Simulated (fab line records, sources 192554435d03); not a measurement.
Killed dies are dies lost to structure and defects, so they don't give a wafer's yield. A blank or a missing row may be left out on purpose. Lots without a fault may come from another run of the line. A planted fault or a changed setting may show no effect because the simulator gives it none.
Chamber matching | flow n5_finfet | N5_BEOL_M5_CVD_47 on cvd_co-01: 3 sister chambers
The step deposits Co from CCTBA/H2, target thk 3 nm, time 216 s. 6 wafers are shown with their chamber, then 7 later ones without.

WAFERS WITH THEIR CHAMBER
wafer  | chamber | run_length_s (s)
L277.4 | 0       | 238.3
L279.1 | 1       | 237.8
L279.3 | 2       | 239.4
L279.5 | 2       | 238.8
L280.1 | 0       | 238.7
L280.4 | 1       | 238.2

WAFERS WITHOUT THEIR CHAMBER
wafer  | run_length_s (s)
L280.6 | 239.0
L283.1 | 239.8
L283.4 | 238.0
L283.5 | 238.5
L287.2 | 238.6
L289.2 | 239.3
L289.3 | 238.2

WHICH CHAMBER EACH WENT THROUGH
wafer  | from the rows above          | in truth
L280.6 | can't be placed: 2 or 0      | 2
L283.1 | can't be placed: 2 or 0      | 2
L283.4 | can't be placed: 1 or 0      | 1
L283.5 | can't be placed: 0 or 1 or 2 | 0
L287.2 | can't be placed: 0 or 2 or 1 | 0
L289.2 | can't be placed: 2 or 0      | 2
L289.3 | can't be placed: 1 or 0      | 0
Placed correctly: 0 of 7. Can't be placed from these rows: 7 (the true chamber is among the candidates in 7). Placed wrongly: 0.
How it was worked out, from the rows above alone: a wafer's distance from a chamber is the root of the sum, over the readings, of the square of ((its reading less the chamber's mean) divided by the reading's scatter). The wafer belongs to the nearest chamber; if the next one is less than 2 further off, it can't be placed. A chamber's mean is the mean of its shown wafers. The scatter: the root of (the sum of the squares of (reading less its chamber's mean) over the shown wafers, divided by (wafers less chambers)).
